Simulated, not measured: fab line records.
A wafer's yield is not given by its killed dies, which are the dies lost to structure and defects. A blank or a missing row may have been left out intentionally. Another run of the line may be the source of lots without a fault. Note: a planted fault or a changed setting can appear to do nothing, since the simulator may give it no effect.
One fault through the eyes of 3 desks / flow nand harc / numbers are kept per desk, each desk with only its own; the story behind them comes last

THE METROLOGY DESK
What the gauges read for every lot (on any tool): the sampled wafers with a number, averaged. If a lot's mean is further than 4 standard deviations from the usual mean, the lot is out of limits and carries the mark OUT (the distance appears in the brackets).
Columns: A = cd nm at NHARC_A_ZERO_WELL_CD_MEAS_10, usual 2000.0 nm; B = thk nm at NHARC_A_ONON_D1_THK_MEAS_05, usual 1002 nm
lot=L827; first seen here=day 7 04:47; A=1999.9; B=996
lot=L826; first seen here=day 7 05:24; A=1999.6; B=1002
lot=L828; first seen here=day 7 17:16; A=2001.0; B=1007
lot=L832; first seen here=day 8 05:50; A=2001.2; B=983
lot=L833; first seen here=day 8 20:50; A=2000.5; B=445 (-63) OUT
lot=L835; first seen here=day 9 06:15; A=1999.9; B=437 (-64) OUT
lot=L841; first seen here=day 10 17:46; A=1997.9; B=1015
lot=L844; first seen here=day 11 00:14; A=2000.7; B=994
lot=L843; first seen here=day 11 00:39; A=2001.0; B=1000
lot=L845; first seen here=day 11 12:38; A=2001.0; B=1001
lot=L846; first seen here=day 11 17:47; A=1998.2; B=999
lot=L847; first seen here=day 11 18:35; A=1998.9; B=1003
lot=L848; first seen here=day 12 11:08; A=2000.7; B=1012
This desk finds L833, L835 out of limits, L833 being first, at day 9 19:58 (thk nm at NHARC_A_ONON_D1_THK_MEAS_05). L827, L826, L828, L832, L841, L844, L843, L845, L846, L847, L848 stayed within limits.

THE DEFECT DESK
Inspection counts along the route, by lot: the mean over sampled wafers that carry a number. If a lot's mean is further than 4 standard deviations from the usual mean, the lot is out of limits and carries the mark OUT (the distance appears in the brackets).
Columns: A = raw defect count at NHARC_A_ZERO_WELL_INSPECT_17, usual 11
lot=L827; first seen here=day 7 06:31; A=12
lot=L826; first seen here=day 7 06:55; A=12
lot=L828; first seen here=day 7 18:52; A=7
lot=L832; first seen here=day 8 07:19; A=10
lot=L833; first seen here=day 8 22:19; A=11
lot=L835; first seen here=day 9 07:44; A=9
lot=L841; first seen here=day 10 19:20; A=12
lot=L844; first seen here=day 11 01:42; A=5
lot=L843; first seen here=day 11 02:07; A=12
lot=L845; first seen here=day 11 14:05; A=23
lot=L846; first seen here=day 11 19:20; A=9
lot=L847; first seen here=day 11 20:04; A=6
lot=L848; first seen here=day 12 12:36; A=11
Finding of this desk: none of the 13 lots has anything out of limits.

DESK OF THE TOOL OWNER: pecvd onon-03
The tool's own readings at NHARC_A_ONON_D1_DEP_03 (target thk 1000 nm): means of the sampled wafers that have a number, for each lot that ran on this tool. If a lot's mean is further than 4 standard deviations from the usual mean, the lot is out of limits and carries the mark OUT (the distance appears in the brackets).
Columns: A = n2 flow sccm at NHARC_A_ONON_D1_DEP_03, usual 2749 sccm
lot=L832; first seen here=day 9 05:08; A=2748
lot=L833; first seen here=day 9 19:31; A=2746
lot=L835; first seen here=day 10 07:40; A=2759
lot=L845; first seen here=day 12 13:05; A=2746
lot=L846; first seen here=day 12 16:50; A=2760
lot=L848; first seen here=day 13 09:22; A=2744
Finding of this desk: none of the 6 lots has anything out of limits.

BROUGHT TOGETHER
On L833, L835, the metrology desk was in a position to raise an alarm at day 9 19:58.
Nothing out of limits was seen by the defect desk.
Nothing out of limits was seen by the tool owner's desk.
The defect desk has L833, L835 on record, within its limits.
On record at the tool owner's desk: L833, L835, within its limits.
NHARC_A_ONON_D1_DEP_03 was run on pecvd onon-03 by each of the lots named.

WHAT WAS PUT IN BY THE SIMULATOR
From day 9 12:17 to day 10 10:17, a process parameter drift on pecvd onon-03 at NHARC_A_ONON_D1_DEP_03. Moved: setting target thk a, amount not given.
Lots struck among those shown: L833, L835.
Per desk, hours elapsed from the start of the fault to the first reading out of limits: for the metrology desk, 8.
